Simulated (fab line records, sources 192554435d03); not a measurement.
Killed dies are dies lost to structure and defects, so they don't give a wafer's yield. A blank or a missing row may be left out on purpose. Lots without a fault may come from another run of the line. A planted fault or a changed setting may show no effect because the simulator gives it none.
Tool commonality check | flow n5_finfet | 9 lots, 27 wafers sampled

WHY IT WAS OPENED
At N5_STI_FIN_REVEAL_FIN_H_MEAS_10 the reading trench_depth_nm is flagged on 3 of 9 lots. Wafers without a fault read 52.0 nm, standard deviation 0.54.
Rule: a lot is flagged when every wafer of it that has a number lies more than 4 standard deviations from that mean, or none has a number. The other lots count as sound.

lot  | measured    | on     | trench_depth_nm (nm), wafer by wafer | flag
L391 | day 4 06:28 | ocd-02 | 52.5 52.0 52.5                       |
L393 | day 4 21:50 | ocd-01 | 52.2 52.0 52.4                       |
L397 | day 5 19:01 | ocd-01 | 51.8 52.1 51.6                       |
L399 | day 6 06:26 | ocd-02 | 22.0 22.4 21.9                       | FLAGGED
L400 | day 6 11:55 | ocd-02 | 20.7 20.7 21.5                       | FLAGGED
L401 | day 6 19:21 | ocd-01 | 20.7 21.1 21.1                       | FLAGGED
L403 | day 7 08:24 | ocd-01 | 52.2 52.6 52.4                       |
L404 | day 7 14:32 | ocd-01 | 52.1 52.5 53.1                       |
L405 | day 7 22:34 | ocd-02 | 51.8 51.9 51.3                       |
The numbers of the flagged lots are 21.3 nm on average: -30.7 nm against the usual, or -57 standard deviations.

WHICH TOOL RAN EACH LOT
The record holds 4 process steps before the reading, out of a route of 1938 steps. In each cell: the tool, then ch and the chambers that the sampled wafers went through, then the start.
lot  | flag    | N5_FIN_CUT_CUT_ETCH_28          | N5_STI_FIN_REVEAL_ALD_14         | N5_STI_FIN_REVEAL_DENSIFY_30    | N5_STI_FIN_REVEAL_ETCHBACK_08
L391 |         | rie_si-05 ch 2,3, day 3 21:35   | ald_sin-02 ch 0,3, day 3 21:55   | rtp_anneal-02 ch 0, day 4 03:20 | rie_diel-03 ch 0,1,3, day 4 03:29
L393 |         | rie_si-04 ch 1,3, day 4 12:35   | ald_sin-02 ch 0,3, day 4 12:57   | rtp_anneal-01 ch 0, day 4 18:22 | rie_diel-03 ch 0,3, day 4 18:32
L397 |         | rie_si-05 ch 0,1,2, day 5 10:05 | ald_sin-01 ch 1,2,3, day 5 10:24 | rtp_anneal-02 ch 0, day 5 15:47 | rie_diel-04 ch 0,2,3, day 5 16:01
L399 | FLAGGED | rie_si-05 ch 0,1,2, day 5 21:25 | ald_sin-03 ch 1,2, day 5 21:44   | rtp_anneal-02 ch 0, day 6 03:16 | rie_diel-04 ch 0,2,3, day 6 03:28
L400 | FLAGGED | rie_si-05 ch 0,3, day 6 03:03   | ald_sin-01 ch 2,3, day 6 03:22   | rtp_anneal-01 ch 0, day 6 08:47 | rie_diel-04 ch 0,1,3, day 6 08:56
L401 | FLAGGED | rie_si-05 ch 0,2,3, day 6 09:06 | ald_sin-03 ch 0,3, day 6 09:59   | rtp_anneal-02 ch 0, day 6 15:58 | rie_diel-03 ch 0,2,3, day 6 16:24
L403 |         | rie_si-05 ch 0,2,3, day 6 23:01 | ald_sin-03 ch 0,3, day 6 23:37   | rtp_anneal-01 ch 0, day 7 05:17 | rie_diel-03 ch 0,3, day 7 05:26
L404 |         | rie_si-03 ch 0,1,2, day 7 05:31 | ald_sin-03 ch 1,2,3, day 7 05:59 | rtp_anneal-01 ch 0, day 7 11:23 | rie_diel-03 ch 1,2, day 7 11:35
L405 |         | rie_si-04 ch 2,3, day 7 11:41   | ald_sin-03 ch 0,1,2, day 7 14:02 | rtp_anneal-01 ch 0, day 7 19:25 | rie_diel-04 ch 0,1,3, day 7 19:37
What these steps do:
- N5_FIN_CUT_CUT_ETCH_28: etches Si in HBr/Cl2/O2, target depth 6 nm, time 2.4 s.
- N5_STI_FIN_REVEAL_ALD_14: deposits Si3N4, target thk 3 nm.
- N5_STI_FIN_REVEAL_DENSIFY_30
- N5_STI_FIN_REVEAL_ETCHBACK_08: etches SiO2 in C4F6/O2, target depth 30.5 nm, time 10.167 s.
- N5_STI_FIN_REVEAL_FIN_H_MEAS_10

FLAGGED OVER TOTAL, TOOL BY TOOL (the gauges that took the reading come last)
step                            | tool          | lots run | flagged | share of the flagged lots | sound lots run after its first flagged lot
N5_FIN_CUT_CUT_ETCH_28          | rie_si-03     | 1        | 0       | none                      | -
N5_FIN_CUT_CUT_ETCH_28          | rie_si-04     | 2        | 0       | none                      | -
N5_FIN_CUT_CUT_ETCH_28          | rie_si-05     | 6        | 3       | all                       | 1 (L403)
N5_STI_FIN_REVEAL_ALD_14        | ald_sin-01    | 2        | 1       | some                      | 0
N5_STI_FIN_REVEAL_ALD_14        | ald_sin-02    | 2        | 0       | none                      | -
N5_STI_FIN_REVEAL_ALD_14        | ald_sin-03    | 5        | 2       | some                      | 3 (L403,L404,L405)
N5_STI_FIN_REVEAL_DENSIFY_30    | rtp_anneal-01 | 5        | 1       | some                      | 3 (L403,L404,L405)
N5_STI_FIN_REVEAL_DENSIFY_30    | rtp_anneal-02 | 4        | 2       | some                      | 0
N5_STI_FIN_REVEAL_ETCHBACK_08   | rie_diel-03   | 5        | 1       | some                      | 2 (L403,L404)
N5_STI_FIN_REVEAL_ETCHBACK_08   | rie_diel-04   | 4        | 2       | some                      | 1 (L405)
N5_STI_FIN_REVEAL_FIN_H_MEAS_10 | ocd-01        | 5        | 1       | some                      | 2 (L403,L404)
N5_STI_FIN_REVEAL_FIN_H_MEAS_10 | ocd-02        | 4        | 2       | some                      | 1 (L405)

WHAT THE TABLE ALLOWS
1 row of the table ran every flagged lot: rie_si-05 at N5_FIN_CUT_CUT_ETCH_28.
- rie_si-05 at N5_FIN_CUT_CUT_ETCH_28: 3 of its 6 lots flagged. Sound lots ran on it after the first flagged one (L403), which a lasting fault on the whole tool wouldn't allow.
No row of the table ran every flagged lot and no sound lot after the first.

WHAT THE SIMULATOR HAD PUT IN
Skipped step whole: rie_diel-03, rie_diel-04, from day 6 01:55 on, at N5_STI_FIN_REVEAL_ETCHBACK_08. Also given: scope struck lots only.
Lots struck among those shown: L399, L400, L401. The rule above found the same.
